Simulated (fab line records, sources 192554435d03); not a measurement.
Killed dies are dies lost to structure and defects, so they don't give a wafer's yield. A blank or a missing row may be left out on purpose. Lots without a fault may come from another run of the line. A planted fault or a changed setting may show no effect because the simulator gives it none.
Chamber matching | flow n5_finfet | N5_BEOL_M8_CVD_78 on cvd_co-02: 3 sister chambers
The step deposits Co from CCTBA/H2, target thk 2 nm, time 142.3 s. 6 wafers are shown with their chamber, then 7 later ones without.

WAFERS WITH THEIR CHAMBER
wafer  | chamber | run_length_s (s) | chamber_pressure_Torr (Torr)
L980.1 | 1       | 165.3            | 30.05
L981.1 | 2       | 165.7            | 29.97
L981.4 | 1       | 165.9            | 29.93
L981.6 | 0       | 165.7            | 29.96
L994.2 | 0       | 164.7            | 30.03
L994.3 | 2       | 166.2            | 30.01

WAFERS WITHOUT THEIR CHAMBER
wafer  | run_length_s (s) | chamber_pressure_Torr (Torr)
L994.4 | 165.4            | 30.04
L996.2 | 164.8            | 29.95
L996.3 | 164.9            | 30.01
L996.6 | 165.2            | 30.00
L997.1 | 165.0            | 29.95
L997.4 | 166.0            | 29.96
L997.5 | 165.4            | 29.97

WHICH CHAMBER EACH WENT THROUGH
wafer  | from the rows above          | in truth
L994.4 | can't be placed: 0 or 1 or 2 | 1
L996.2 | can't be placed: 0 or 1 or 2 | 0
L996.3 | can't be placed: 0 or 1 or 2 | 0
L996.6 | can't be placed: 0 or 1 or 2 | 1
L997.1 | can't be placed: 0 or 1 or 2 | 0
L997.4 | can't be placed: 2 or 1 or 0 | 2
L997.5 | can't be placed: 1 or 0 or 2 | 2
Placed correctly: 0 of 7. Can't be placed from these rows: 7 (the true chamber is among the candidates in 7). Placed wrongly: 0.
How it was worked out, from the rows above alone: a wafer's distance from a chamber is the root of the sum, over the readings, of the square of ((its reading less the chamber's mean) divided by the reading's scatter). The wafer belongs to the nearest chamber; if the next one is less than 2 further off, it can't be placed. A chamber's mean is the mean of its shown wafers. The scatter: the root of (the sum of the squares of (reading less its chamber's mean) over the shown wafers, divided by (wafers less chambers)).
